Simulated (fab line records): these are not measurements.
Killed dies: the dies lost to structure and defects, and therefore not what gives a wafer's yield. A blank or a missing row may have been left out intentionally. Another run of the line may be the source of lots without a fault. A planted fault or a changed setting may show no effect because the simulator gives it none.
A lot that was struck, set against a sound lot -- flow n5 finfet -- 36 steps out of a route of 1938
Sound: the wafers L140.3, L140.5, L140.6. Struck: wafers L127.4, L127.5. (L127.2 of the same lot was not struck and is left out.) The cause comes at the end.
Per side, at each step with rows, come the tool, then ch with its chambers, and then its first start. Under that, the readings that differ: sound wafers -- struck wafers -- difference of the means -- sigmas: that difference in standard deviations of wafers without a fault.
alike: words and numbers the same on both sides, and readings whose means are apart by under 2 such deviations; not compared: readings that were withheld, readings missing a value for some wafer, numbers with overlapping values and no deviation given by the record, and bounds like >300 which may hide the same value.
Wherever a step has rows on one side only, a row that says differs or no value, or a row with sigmas, the two part there. Numbers that have no deviation but don't overlap get no sigmas and don't part them. A reading missing from all wafers of one side parts the sides only when that side holds two or more wafers.

first, 9 steps without rows for these wafers: N5_BEOL_M5_ANNEAL_89 (time 1800 s); N5_BEOL_M5_SPUTTER_90 (material Cu, target thk 4.5 nm, time 8.29 s); N5_BEOL_M5_ECD_50 (material Cu, target thk 300 nm); N5_BEOL_M5_ANNEAL_51 (time 90 s); N5_BEOL_M5_CMP_52 (polishes, stops on SiCOH lowk, t overpolish 6.9 s, target thk 62 nm); N5_BEOL_M5_PRE_CLEAN_77 (time 15 s); N5_BEOL_M5_CO_CAP_78 (material Co, precursor CCTBA/H2, target thk 2 nm, time 102.1 s); N5_BEOL_M5_PRE_CLEAN_55 (time 15 s); N5_BEOL_M5_DEP_56 (deposits SiCN from 3MS/NH3, target thk 8 nm, time 14 s).
N5_BEOL_M6_ILD_DEP_00: deposits SiCOH lowk from DEMS/porogen, target thk 179.75 nm, time 33.4 s.
  sound on pecvd-04 ch 0,2, day 14 09:13; struck on pecvd-03 ch 0,2, day 11 18:14
reading,sound,struck,difference,sigmas
model.SiCOH_lowk_of_BEOL_M6_ILD_DEP_00.thk nm (nm),181.8 179.8 181.8,184.8 187.4,+5.0,
  alike: heater power w, showerhead plenum p Torr, showerhead vpp V, throttle valve pct
then, 1 step without rows for these wafers: N5_BEOL_M6_CURE_74 (cures SiCOH lowk, time 240 s).
N5_BEOL_M6_THK_MEAS_01:
  struck on film metro-01, day 11 18:49; sound on film metro-02, day 14 09:48
reading,sound,struck,difference,sigmas
M6_ILD_THK (nm),156.7 155.0 156.7,159.3 161.7,+4.4,+2
then, 23 steps without rows for these wafers: N5_BEOL_M6_PECVD_70 (deposits SiO2 from TEOS/O2, target thk 20 nm, time 22.7 s); N5_BEOL_M6_HM_DEP_02 (deposits TiN, target thk 20 nm); N5_BEOL_M6_COAT_59 (time 60 s, resist thk 100 nm); N5_BEOL_M6_COAT_60 (time 60 s, resist thk 35 nm); N5_BEOL_M6_COAT_05 (resist thk 90 nm); N5_BEOL_M6_EBR_07; N5_BEOL_M6_SOFTBAKE_06 (time 60 s); N5_BEOL_M6_EXPOSE_08 (exposes mask M6); N5_BEOL_M6_PEB_09 (peb time 60 s); N5_BEOL_M6_DEVELOP_10 (develop time 30 s); N5_BEOL_M6_DESCUM_16 (chemistry O2, time 7.9 s); N5_BEOL_M6_ETCH_61 (etches SiARC in CF4, target depth 45.5 nm, time 75.8 s); N5_BEOL_M6_ETCH_62 (etches SOC in N2/H2, target depth 110 nm, overetch 22 nm, time 165 s); N5_BEOL_M6_STRIP_68 (strips in N2/H2); N5_BEOL_M6_STRIP_67 (strips in CF4); N5_BEOL_M6_HM_OPEN_17 (chemistry Cl2/BCl3, target TiN, target depth 20 nm, overetch 6 nm); N5_BEOL_M6_STRIP_19 (strips in O2); N5_BEOL_M6_COAT_63 (time 60 s, resist thk 60 nm); N5_BEOL_M6_COAT_64 (time 60 s, resist thk 12 nm); N5_BEOL_M6_COAT_71 (time 60 s, resist thk 5 nm); N5_BEOL_M6_COAT_22 (resist thk 30 nm); N5_BEOL_M6_EBR_24; N5_BEOL_M6_SOFTBAKE_23 (time 60 s).
N5_BEOL_M6_CMP_52: polishes, stops on SiCOH lowk, t overpolish 6.9 s, target thk 80 nm.
  sound on cmp-01 ch 0,1,2, day 14 18:46; struck on cmp-01 ch 0, day 12 01:04
reading,sound,struck,difference,sigmas
model.SiCOH_lowk_of_BEOL_M6_ILD_DEP_00.thk nm (nm),153.8 152 153.8,156.4 158.6,+4.3,
  alike: barrier field endpoint s, motor current A, overpolish run s, slurry flow ml min, time to endpoint s

## WHERE THEY PART
Only at N5_BEOL_M6_THK_MEAS_01, as far as this record shows. Later steps at which nothing parts them and some readings are alike: N5_BEOL_M6_CMP_52.

WHY: what the simulator had put in
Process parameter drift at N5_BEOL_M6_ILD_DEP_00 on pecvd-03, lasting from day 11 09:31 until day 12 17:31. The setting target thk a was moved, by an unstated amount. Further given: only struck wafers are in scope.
